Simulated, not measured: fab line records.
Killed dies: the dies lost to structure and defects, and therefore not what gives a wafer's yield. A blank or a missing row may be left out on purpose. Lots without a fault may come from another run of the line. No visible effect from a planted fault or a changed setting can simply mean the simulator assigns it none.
Which tool was responsible? -- flow nand harc -- Sampling: 7 lots, 21 wafers, 4 of 1302 route steps

WHAT THE GAUGES SHOWED, per wafer
NHARC_A_SLIT_CD_MEAS_21.
lot,measured,on,cd nm (nm)
L215,day 21 01:28,cd sem-01,290.1 289.5 290.4
L214,day 21 04:53,cd sem-03,290.5 290.6 290.8
L217,day 21 16:49,cd sem-01,289.4 289.1 289.7
L224,day 26 08:28,cd sem-01,290.1 291.0 290.2
L229,day 27 11:23,cd sem-01,286.8 286.9 288.1
L232,day 29 09:27,cd sem-03,288.7 288.3 288.8
L233,day 29 20:10,cd sem-02,288.5 289.1 289.0

TOOL THAT RAN EACH LOT (tool first, then ch and the chambers of the sampled wafers, then the start)
lot,NHARC_A_SLIT_DESCUM_14,NHARC_A_SLIT_ETCH_24,NHARC_A_SLIT_ETCH_29
L215,"rie diel-05 ch 2,3, day 20 15:49","rie diel-05 ch 1,2, day 20 15:54","rie diel-02 ch 1,3, day 21 00:56"
L214,"rie diel-02 ch 1,3, day 20 16:29","rie diel-02 ch 0,1,3, day 20 16:34","rie diel-01 ch 0,3, day 21 04:14"
L217,"rie diel-01 ch 0,1,3, day 21 10:33","rie diel-01 ch 0,1, day 21 10:37","rie diel-01 ch 1,2,3, day 21 16:17"
L224,"rie diel-01 ch 1,3, day 26 01:38","rie diel-01 ch 0,2, day 26 01:43","rie diel-05 ch 0,3, day 26 07:55"
L229,"rie diel-05 ch 0,2, day 27 05:02","rie diel-05 ch 0,1,2, day 27 05:08","rie diel-01 ch 1,3, day 27 10:50"
L232,"rie diel-01 ch 0,1,2, day 29 03:08","rie diel-01 ch 0,2,3, day 29 03:14","rie diel-02 ch 0,1,3, day 29 08:54"
L233,"rie diel-05 ch 0,1, day 29 13:48","rie diel-05 ch 0,2, day 29 13:53","rie diel-01 ch 0,2,3, day 29 19:38"
- NHARC_A_SLIT_DESCUM_14: chemistry O2, time 3 s.
- NHARC_A_SLIT_ETCH_24: etches the open film in CF4/CHF3, target depth 121 nm, time 60.5 s.
- NHARC_A_SLIT_ETCH_29: etches the open film in CF4/O2, target depth 100 nm, overetch 10 nm, time 55 s.

THE ANSWER, worked out from the rows above alone
Rule: usual is defined by the lots themselves. The widest of any qualifying gaps counts: lots, ordered by their means at a reading, are off when they make up no more than a third of the lots, leave a main group of 4 or more, and stand apart from it by 3 or more times the standard deviation of that group's means. Not used: any main group whose means are identical at the precision the tables above print for the reading. A lot without any number at a reading at which 4 lots or more have one is off too. All remaining lots with rows at the step are treated as sound.
None of the lots is off at any reading shown; this tells nothing.

WHAT THE SIMULATOR PUT IN
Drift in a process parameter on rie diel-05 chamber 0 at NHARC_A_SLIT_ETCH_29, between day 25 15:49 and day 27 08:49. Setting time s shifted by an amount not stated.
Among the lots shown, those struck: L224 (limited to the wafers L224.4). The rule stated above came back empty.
